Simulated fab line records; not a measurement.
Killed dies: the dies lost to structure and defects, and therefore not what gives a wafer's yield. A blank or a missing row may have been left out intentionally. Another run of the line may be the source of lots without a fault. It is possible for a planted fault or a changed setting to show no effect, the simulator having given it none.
Which of the tools did it? | flow n5-finfet | Sampling: 11 lots, 33 wafers, 4 of 1938 route steps

WHAT EACH GAUGE READ, for each wafer
No reading from a measuring or inspecting step in the record can be judged against a usual standard deviation.

EACH LOT AND THE TOOL THAT RAN IT (in order: tool; ch and the chambers of the sampled wafers; start)
lot  | N5_BEOL_M0_STRIP_140               | N5_PASSIVATION_SPUTTER_20    | N5_PASSIVATION_PASS_ETCH_47        | N5_PASSIVATION_PROBE_49
L704 | rie-diel-03 ch 0,1,3, day 6 12:27  | pvd-sputter-02, day 13 00:44 | rie-diel-05 ch 1,2,3, day 13 03:19 | prober-01, day 13 06:19
L707 | rie-diel-01 ch 0,1,2, day 6 21:34  | pvd-sputter-02, day 15 00:07 | rie-diel-01 ch 0,3, day 15 02:34   | prober-02, day 15 05:37
L706 | rie-diel-03 ch 2,3, day 6 22:28    | pvd-sputter-01, day 15 07:59 | rie-diel-05 ch 2,3, day 15 10:40   | prober-01, day 15 13:49
L708 | rie-diel-01 ch 0,1,2, day 7 10:43  | pvd-sputter-01, day 16 06:15 | rie-diel-01 ch 1,2,3, day 16 08:56 | prober-01, day 16 12:02
L710 | rie-diel-01 ch 0,3, day 7 14:16    | pvd-sputter-01, day 16 15:38 | rie-diel-03 ch 0,1,2, day 16 18:44 | prober-02, day 16 21:48
L711 | rie-diel-01 ch 1,2,3, day 7 19:11  | pvd-sputter-02, day 17 05:25 | rie-diel-03 ch 0,1,3, day 17 08:07 | prober-01, day 17 11:07
L712 | rie-diel-01 ch 0,3, day 8 00:37    | pvd-sputter-02, day 17 06:20 | rie-diel-03 ch 0,1,2, day 17 08:47 | prober-02, day 17 11:51
L717 | rie-diel-05 ch 2,3, day 9 15:44    | pvd-sputter-01, day 19 11:38 | rie-diel-03 ch 0,1,2, day 19 14:47 | prober-02, day 19 17:52
L718 | rie-diel-01 ch 0,2, day 9 15:46    | pvd-sputter-01, day 18 03:32 | rie-diel-05 ch 1,2, day 18 06:21   | prober-01, day 18 09:24
L724 | rie-diel-03 ch 0,1,2, day 11 03:08 | pvd-sputter-03, day 20 00:17 | rie-diel-01 ch 0,1, day 20 02:55   | prober-02, day 20 05:59
L726 | rie-diel-05 ch 0,3, day 11 15:34   | pvd-sputter-01, day 20 01:16 | rie-diel-03 ch 0,3, day 20 05:17   | prober-01, day 20 08:31
- N5_BEOL_M0_STRIP_140: strips in CF4.
- N5_PASSIVATION_SPUTTER_20: material TaN, target thk 50 nm.
- N5_PASSIVATION_PASS_ETCH_47: etches SiNx in CF4/O2, target depth 770 nm, time 385 s.
- N5_PASSIVATION_PROBE_49

AS READ BY THE TOOLS THEMSELVES (means over the sampled wafers that have a number; for cases with no such wafer, the mark the record gives instead)
N5_BEOL_M0_STRIP_140. Usual: drypump-motor-current-A 5.9 A, standard deviation 0.5; oes-product-au 0.80 a.u., standard deviation 0.069; rf-vpp-V 270.8 V, standard deviation 1.8; showerhead-plenum-p-Torr 1.78 Torr, standard deviation 0.061; throttle-valve-pct 13.55 %, standard deviation 0.26.
lot  | tool        | drypump-motor-current-A (A) | oes-product-au (a.u.) | rf-vpp-V (V) | showerhead-plenum-p-Torr (Torr) | throttle-valve-pct (%) | flag
L704 | rie-diel-03 | 6.0                         | 0.80                  | 270.6        | 1.81                            | 13.66                  |
L707 | rie-diel-01 | 6.0                         | 0.78                  | 270.6        | 1.78                            | 13.53                  |
L706 | rie-diel-03 | 6.3                         | 0.79                  | 272.0        | 1.83                            | 13.79                  |
L708 | rie-diel-01 | 6.1                         | 0.77                  | 271.0        | 1.78                            | 13.55                  |
L710 | rie-diel-01 | 5.8                         | 0.77                  | 268.1        | 1.70                            | 13.61                  |
L711 | rie-diel-01 | 5.6                         | 0.76                  | 269.6        | 1.75                            | 13.45                  |
L712 | rie-diel-01 | 5.8                         | 0.77                  | 269.6        | 1.70                            | 13.61                  |
L717 | rie-diel-05 | 5.6                         | 0.79                  | 272.8        | 1.84                            | 13.63                  |
L718 | rie-diel-01 | 5.9                         | 0.74                  | 271.6        | 1.77                            | 13.74                  |
L724 | rie-diel-03 | 6.4                         | 0.81                  | 271.4        | 1.79                            | 13.55                  |
L726 | rie-diel-05 | 5.5                         | 0.86                  | 271.1        | 1.78                            | 13.31                  |

N5_PASSIVATION_SPUTTER_20. Usual: throttle-valve-pct 30.3 %, standard deviation 0.78.
lot  | tool           | throttle-valve-pct (%) | flag
L704 | pvd-sputter-02 | 30.1                   |
L707 | pvd-sputter-02 | 30.7                   |
L706 | pvd-sputter-01 | 31.0                   |
L708 | pvd-sputter-01 | 30.5                   |
L710 | pvd-sputter-01 | 30.0                   |
L711 | pvd-sputter-02 | 30.7                   |
L712 | pvd-sputter-02 | 30.6                   |
L717 | pvd-sputter-01 | 30.6                   |
L718 | pvd-sputter-01 | 30.6                   |
L724 | pvd-sputter-03 | 29.7                   |
L726 | pvd-sputter-01 | 30.5                   |

N5_PASSIVATION_PASS_ETCH_47. Usual: drypump-motor-current-A 5.9 A, standard deviation 0.49; oes-product-au 0.80 a.u., standard deviation 0.068; rf-vpp-V 239 V, standard deviation 4.9; showerhead-plenum-p-Torr 2.18 Torr, standard deviation 0.07; throttle-valve-pct 15.88 %, standard deviation 0.2.
lot  | tool        | drypump-motor-current-A (A) | oes-product-au (a.u.) | rf-vpp-V (V) | showerhead-plenum-p-Torr (Torr) | throttle-valve-pct (%) | flag
L704 | rie-diel-05 | 5.8                         | 0.82                  | 240          | 2.20                            | 15.81                  |
L707 | rie-diel-01 | 5.5                         | 0.72                  | 237          | 2.03                            | 15.89                  |
L706 | rie-diel-05 | 5.5                         | 0.81                  | 239          | 2.20                            | 15.77                  |
L708 | rie-diel-01 | 5.6                         | 0.81                  | 239          | 2.13                            | 15.70                  |
L710 | rie-diel-03 | 6.4                         | 0.78                  | 236          | 2.19                            | 15.94                  |
L711 | rie-diel-03 | 6.0                         | 0.82                  | 240          | 2.20                            | 15.92                  |
L712 | rie-diel-03 | 6.4                         | 0.77                  | 237          | 2.19                            | 15.95                  |
L717 | rie-diel-03 | 6.4                         | 0.77                  | 235          | 2.18                            | 15.99                  |
L718 | rie-diel-05 | 6.0                         | 0.86                  | 241          | 2.18                            | 15.78                  |
L724 | rie-diel-01 | 6.3                         | 0.71                  | 233          | 2.10                            | 16.02                  |
L726 | rie-diel-03 | 5.7                         | 0.81                  | 244          | 2.20                            | 16.06                  |

N5_PASSIVATION_PROBE_49. Usual: defect-limited-yield 90.9 %, standard deviation 1.4; killed_at_M0_to_M3 38, standard deviation 11; killed_at_M4_up 13, standard deviation 5.9; killed-at-contacts 14, standard deviation 6.4; killed-at-front-end 38, standard deviation 11; killed-at-other 3.3, standard deviation 2.5; killed-dies 107, standard deviation 16; killed-on-rim 14, standard deviation 3.6; killed-open 70, standard deviation 12; killed-short 35, standard deviation 7.7; sort_bin_5_function 5.3 %, standard deviation 0.94; sort_bin_6_memory 3.5 %, standard deviation 0.7; sort_bin_8_speed 0.00 %, standard deviation 0.007; sort-n-pass 1073, standard deviation 16; sort-yield-pct 90.9 %, standard deviation 1.4.
lot  | tool      | defect-limited-yield (%) | killed_at_M0_to_M3 | killed_at_M4_up | killed-at-contacts | killed-at-front-end | killed-at-other | killed-dies | killed-on-rim | killed-open | killed-short | sort_bin_5_function (%) | sort_bin_6_memory (%) | sort_bin_8_speed (%) | sort-n-pass | sort-yield-pct (%) | flag
L704 | prober-01 | 91.9                     | 25                 | 13              | 6                  | 48                  | 4.3             | 96          | 14            | 58          | 37           | 4.9                     | 3.0                   | 0.00                 | 1084        | 91.9               |
L707 | prober-02 | 92.1                     | 31                 | 14              | 12                 | 36                  | 0.7             | 94          | 13            | 61          | 27           | 4.2                     | 3.4                   | 0.00                 | 1086        | 92.1               |
L706 | prober-01 | 88.5                     | 32                 | 12              | 28                 | 62                  | 2.0             | 136         | 18            | 86          | 48           | 6.6                     | 4.4                   | 0.00                 | 1044        | 88.5               |
L708 | prober-01 | 91.5                     | 38                 | 15              | 8                  | 37                  | 2.7             | 101         | 13            | 67          | 32           | 5.0                     | 3.1                   | 0.00                 | 1079        | 91.5               |
L710 | prober-02 | 91.1                     | 34                 | 18              | 8                  | 43                  | 2.0             | 105         | 13            | 73          | 33           | 5.7                     | 2.9                   | 0.00                 | 1075        | 91.1               |
L711 | prober-01 | 91.3                     | 42                 | 15              | 10                 | 29                  | 5.0             | 102         | 13            | 67          | 34           | 5.1                     | 3.3                   | 0.03                 | 1077        | 91.3               | OFF
L712 | prober-02 | 86.6                     | 89                 | 22              | 12                 | 32                  | 3.7             | 159         | 27            | 80          | 26           | 7.6                     | 4.0                   | 0.00                 | 1021        | 86.6               | OFF
L717 | prober-02 | 90.3                     | 51                 | 10              | 16                 | 36                  | 1.3             | 114         | 17            | 76          | 38           | 5.6                     | 3.8                   | 0.00                 | 1066        | 90.3               |
L718 | prober-01 | 85.6                     | 116                | 11              | 11                 | 29                  | 3.3             | 170         | 24            | 77          | 39           | 7.8                     | 4.8                   | 0.00                 | 1010        | 85.6               | OFF
L724 | prober-02 | 93.1                     | 34                 | 7               | 10                 | 25                  | 5.0             | 81          | 9             | 57          | 23           | 3.5                     | 3.2                   | 0.00                 | 1099        | 93.1               |
L726 | prober-01 | 90.8                     | 38                 | 14              | 19                 | 36                  | 2.0             | 109         | 16            | 69          | 39           | 5.6                     | 3.4                   | 0.00                 | 1071        | 90.8               |

THE ANSWER, worked out from the rows above alone
Rule: lot off if the mean of its wafers having a number is beyond 3 standard deviations from the usual mean. A lot without any number at a reading at which 4 lots or more have one is off too. Any other lot the step has rows for is counted as sound. The gauges are gone through in route order, then the tools' own readings, and for those a lot's mean is taken as printed above. The first step at which some lot is off is used, and at that step the reading that is off furthest; a lot without a number counts as furthest.
Off, at N5_PASSIVATION_PROBE_49 on killed_at_M0_to_M3: L712, L718.
A tool fits if, at that step or a process step before it, it ran every lot that is off, and no sound lot after the first of them. One fits: N5_BEOL_M0_STRIP_140 on rie-diel-01. Its last sound lot is L711 (day 7 19:11), its first lot that is off L712 (day 8 00:37): a fault that began between those two fits.

WHAT HAD BEEN PUT IN BY THE SIMULATOR
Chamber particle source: rie-diel-01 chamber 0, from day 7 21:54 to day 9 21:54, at N5_BEOL_M0_STRIP_140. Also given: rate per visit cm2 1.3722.
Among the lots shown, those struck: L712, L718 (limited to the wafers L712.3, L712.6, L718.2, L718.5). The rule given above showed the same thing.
